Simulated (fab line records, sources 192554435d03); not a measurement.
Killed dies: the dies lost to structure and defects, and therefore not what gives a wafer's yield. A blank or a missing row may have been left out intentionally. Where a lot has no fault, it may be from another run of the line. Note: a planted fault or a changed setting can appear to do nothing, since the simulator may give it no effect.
Which tool is to blame? / flow n5Finfet / route of 1938 steps, sampled at 1 step: 24 lots, 72 wafers

== WHAT EACH GAUGE READ, for each wafer ==
N5_BEOL_M5_OVL_MEAS_29.
lot=L074; measured=day 8 07:08; on=overlay-01; V4_OVL (nm)=-0.9 -0.6 -0.7
lot=L075; measured=day 8 13:33; on=overlay-02; V4_OVL (nm)=0.0 -0.8 -0.5
lot=L076; measured=day 8 22:16; on=overlay-01; V4_OVL (nm)=0.0 0.0 -0.5
lot=L077; measured=day 9 10:30; on=overlay-01; V4_OVL (nm)=-0.3 -1.0 0.0
lot=L081; measured=day 9 14:11; on=overlay-01; V4_OVL (nm)=-0.7 -0.4 -0.1
lot=L079; measured=day 9 17:20; on=overlay-01; V4_OVL (nm)=-0.6 -1.2 -0.4
lot=L080; measured=day 9 17:23; on=overlay-02; V4_OVL (nm)=0.1 1.0 0.6
lot=L078; measured=day 9 17:34; on=overlay-02; V4_OVL (nm)=0.2 -0.2 -0.2
lot=L082; measured=day 9 23:14; on=overlay-02; V4_OVL (nm)=0.1 0.8 -0.2
lot=L083; measured=day 10 07:50; on=overlay-02; V4_OVL (nm)=0.4 -0.1 0.0
lot=L084; measured=day 10 14:01; on=overlay-02; V4_OVL (nm)=0.5 0.3 0.2
lot=L085; measured=day 11 11:15; on=overlay-01; V4_OVL (nm)=0.1 -1.9 -1.0
lot=L087; measured=day 11 11:19; on=overlay-02; V4_OVL (nm)=0.0 -0.3 0.5
lot=L086; measured=day 11 19:50; on=overlay-01; V4_OVL (nm)=0.0 0.2 -0.3
lot=L089; measured=day 11 23:28; on=overlay-02; V4_OVL (nm)=1.0 0.8 0.6
lot=L091; measured=day 12 01:17; on=overlay-01; V4_OVL (nm)=0.0 0.0 0.4
lot=L088; measured=day 12 01:56; on=overlay-01; V4_OVL (nm)=-1.1 -0.2 0.0
lot=L090; measured=day 12 06:15; on=overlay-02; V4_OVL (nm)=0.3 -1.7 -0.3
lot=L093; measured=day 12 15:37; on=overlay-02; V4_OVL (nm)=-1.5 -1.6 -1.5
lot=L092; measured=day 13 03:26; on=overlay-01; V4_OVL (nm)=0.7 0.2 0.5
lot=L094; measured=day 13 11:23; on=overlay-01; V4_OVL (nm)=-0.7 -0.1 -1.2
lot=L096; measured=day 14 02:57; on=overlay-02; V4_OVL (nm)=-1.1 -1.4 -2.0
lot=L095; measured=day 14 03:00; on=overlay-01; V4_OVL (nm)=-0.6 -0.9 -0.8
lot=L097; measured=day 14 07:23; on=overlay-01; V4_OVL (nm)=1.2 -0.1 -0.3

== TOOL THAT RAN EACH LOT (tool first, then ch and the chambers of the sampled wafers, then the start) ==
No process step before these readings appears in the record.

== WHAT THE TOOLS THEMSELVES READ (means of the sampled wafers that have a number; where no wafer has one, the mark that the record gives instead) ==
The record holds no such reading with a usual standard deviation.

== THE ANSWER, worked out from the rows above alone ==
Rule: usual is defined by the lots themselves. The widest of any qualifying gaps counts: lots, ordered by their means at a reading, are off when they make up no more than a third of the lots, leave a main group of 4 or more, and stand apart from it by 3 or more times the standard deviation of that group's means. If all means in a main group match to the digits the tables above print for the reading, that group is not used. A lot without any number at a reading at which 4 lots or more have one is off too. All remaining lots with rows at the step are treated as sound. After the gauges, taken in route order, come the tools' own readings; for these a lot's mean is taken, as printed above. At the first step where some lot is off, the reading lying furthest off is the one used; lots without a number count as furthest.
No lot is off at any reading shown: from this, nothing can be told.

== WHAT WAS PUT IN BY THE SIMULATOR ==
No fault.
